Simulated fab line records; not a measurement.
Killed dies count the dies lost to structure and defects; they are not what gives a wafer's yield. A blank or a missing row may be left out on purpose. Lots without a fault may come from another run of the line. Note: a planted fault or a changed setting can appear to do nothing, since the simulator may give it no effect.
Matching of chambers    flow n5 finfet    N5_HKMG_FIN_CVD_62 on thermal cvd si-02 has 3 sister chambers
The step deposits a-Si from Si2H6, target thk 3 nm, time 20.8 s. 6 wafers are shown with their chamber, then 7 later ones without.

EACH WAFER AND ITS CHAMBER
wafer   chamber  heater power w (W)
L800.2  2        1608
L802.4  0        1436
L802.6  1        1444
L804.4  1        1452
L804.5  2        1634
L804.6  0        1467

WAFERS WITHOUT THEIR CHAMBER
wafer   heater power w (W)
L806.3  1480
L806.6  1476
L814.2  1442
L814.4  1457
L814.5  1597
L816.2  1493
L816.3  1466

EACH ONE'S CHAMBER
wafer   from the rows above      in truth
L806.3  can't be placed: 0 or 1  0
L806.6  can't be placed: 0 or 1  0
L814.2  can't be placed: 1 or 0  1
L814.4  can't be placed: 0 or 1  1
L814.5  2                        2
L816.2  can't be placed: 0 or 1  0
L816.3  can't be placed: 0 or 1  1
1 of 7 placed correctly. Not placeable from these rows: 6 (in 6, the candidates include the true chamber). 0 placed wrongly.
How it was worked out, from the rows above alone: a wafer's distance from a chamber is the root of the sum, over the readings, of the square of ((its reading less the chamber's mean) divided by the reading's scatter). If the next closest chamber is less than 2 further off than the closest, the wafer can't be placed; otherwise it belongs to the closest. Each chamber's mean is taken over the wafers shown for it. The scatter is the square root of a quotient: the sum, over the shown wafers, of each reading's squared deviation from its chamber's mean, divided by wafers minus chambers.
